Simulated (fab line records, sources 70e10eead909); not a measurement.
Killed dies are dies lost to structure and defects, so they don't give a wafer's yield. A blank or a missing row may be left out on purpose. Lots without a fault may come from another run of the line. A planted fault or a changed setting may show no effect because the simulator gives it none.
A struck lot beside a sound one | flow nand_harc | 15 steps out of a route of 1302
Sound: wafers L644.2, L644.5, L644.6. Struck: wafer L654.4. (L654.2, L654.3 of the same lot were not struck and are left out.) The cause comes at the end.
At each step with rows: each side's tool, then ch and its chambers, then its first start. Under that, the readings that differ: sound wafers | struck wafers | difference of the means | sigmas: that difference in standard deviations of wafers without a fault.
alike: readings whose means differ by less than 2 such deviations, and words and numbers that are the same on both sides. not compared: withheld readings, readings that some wafer has no value for, bounds like >300 that may hide the same value, and numbers for which the record gives no deviation and whose values overlap.
The two part at a step that has a row with sigmas, a row that says differs or no value, or rows on one side only. Numbers that don't overlap but have no deviation are shown without sigmas and don't part them. A reading that every wafer of one side lacks parts them only if that side has two wafers or more.

first, 4 steps without rows for these wafers: NHARC_P_BONDPAD_EBR_05; NHARC_P_BONDPAD_EXPOSE_06 (exposes mask P BPAD); NHARC_P_BONDPAD_PEB_07 (peb time 80 s); NHARC_P_BONDPAD_DEVELOP_08 (time 50 s).
NHARC_P_BONDPAD_CD_MEAS_09: target cd 500 nm.
  sound on cd_sem-02 ch 0, day 6 21:04; struck on cd_sem-03 ch 0, day 11 07:56
  reading    | sound             | struck | difference | sigmas
  cd_nm (nm) | 505.1 503.6 505.1 | 498.8  | -5.8       | -3
NHARC_P_BONDPAD_OVL_MEAS_38:
  sound on overlay-01, day 6 21:10; struck on overlay-01, day 11 08:02
  alike: overlay_x_nm, overlay_y_nm
then, 1 step without rows for these wafers: NHARC_P_BONDPAD_HARDBAKE_10 (time 65 s).
NHARC_P_BONDPAD_DESCUM_11: chemistry O2, time 3 s.
  sound on rie_diel-12 ch 0,1, day 6 21:17; struck on rie_diel-07 ch 1, day 11 08:09
  reading                     | sound          | struck | difference | sigmas
  drypump_motor_current_A (A) | 6.5 5.9 6.5    | 5.0    | -1.3       | -3
  rf_vpp_V (V)                | 56.4 57.0 57.5 | 59.5   | +2.5       | +3
  alike: o2_flow_sccm, oes_product_au, showerhead_plenum_p_Torr, throttle_valve_pct
  not compared: rf_hours_counter_h
NHARC_P_BONDPAD_ETCH_37: etches the open film in N2/H2, target depth 60 nm, overetch 18 nm, time 65.91 s.
  sound on rie_diel-12 ch 1,2, day 6 21:24; struck on rie_diel-07 ch 3, day 11 08:42
  alike: drypump_motor_current_A, oes_product_au, rf_vpp_V, showerhead_plenum_p_Torr, throttle_valve_pct
  not compared: rf_hours_counter_h
NHARC_P_BONDPAD_ETCH_12: etches the open film in CHF3/O2, target depth 200 nm, time 100 s.
  sound on rie_diel-12 ch 1,2; struck on rie_diel-07 ch 2
  reading               | sound             | struck | difference | sigmas
  oes_product_au (a.u.) | 0.979 0.981 0.958 | 0.920  | -0.053     | -2
  alike: drypump_motor_current_A, o2_flow_sccm, rf_vpp_V, showerhead_plenum_p_Torr, throttle_valve_pct
  not compared: rf_hours_counter_h
NHARC_P_BONDPAD_CD_MEAS_13:
  sound on cd_sem-03, day 6 21:39; struck on cd_sem-03, day 11 08:56
  reading    | sound             | struck | difference | sigmas
  cd_nm (nm) | 503.1 502.6 505.5 | 499.3  | -4.4       | -2
NHARC_P_BONDPAD_STRIP_15: strips in O2.
  sound on rie_diel-07 ch 0,1, day 6 21:44; struck on rie_diel-08 ch 0, day 11 09:00
  alike: drypump_motor_current_A, o2_flow_sccm, oes_product_au, rf_vpp_V, showerhead_plenum_p_Torr, throttle_valve_pct
  not compared: rf_hours_counter_h
NHARC_P_BONDPAD_ETCH_24: etches the open film in CF4/N2, target depth 30 nm, time 72.99 s.
  sound on rie_diel-07 ch 0,3, day 6 21:52; struck on rie_diel-08 ch 2, day 11 09:09
  reading               | sound             | struck | difference | sigmas
  oes_product_au (a.u.) | 0.991 0.962 0.994 | 1.327  | +0.345     | +29
  alike: drypump_motor_current_A, rf_vpp_V, showerhead_plenum_p_Torr, throttle_valve_pct
  not compared: rf_hours_counter_h
then, 1 step without rows for these wafers: NHARC_P_BONDPAD_STRIP_16 (strips in post etch residue remover, time 600 s).
-- the record jumps here: 18 days lie between the struck wafers' starts before and after (it left off in module P_BONDPAD and takes up again in module END, whose first step shown is number 1302 of the route) --
NHARC_END_SORT_01:
  sound on prober-01 ch 0, day 24 11:04; struck on prober-02 ch 0, day 29 06:47
  alike: defect_limited_yield, killed_at_array, killed_at_other, killed_at_periphery, killed_dies, killed_open, killed_short

WHERE THEY PART
First at NHARC_P_BONDPAD_CD_MEAS_09; last, within this record, at NHARC_P_BONDPAD_ETCH_24. Later steps at which nothing parts them and some readings are alike: NHARC_END_SORT_01.

WHY: what the simulator had put in
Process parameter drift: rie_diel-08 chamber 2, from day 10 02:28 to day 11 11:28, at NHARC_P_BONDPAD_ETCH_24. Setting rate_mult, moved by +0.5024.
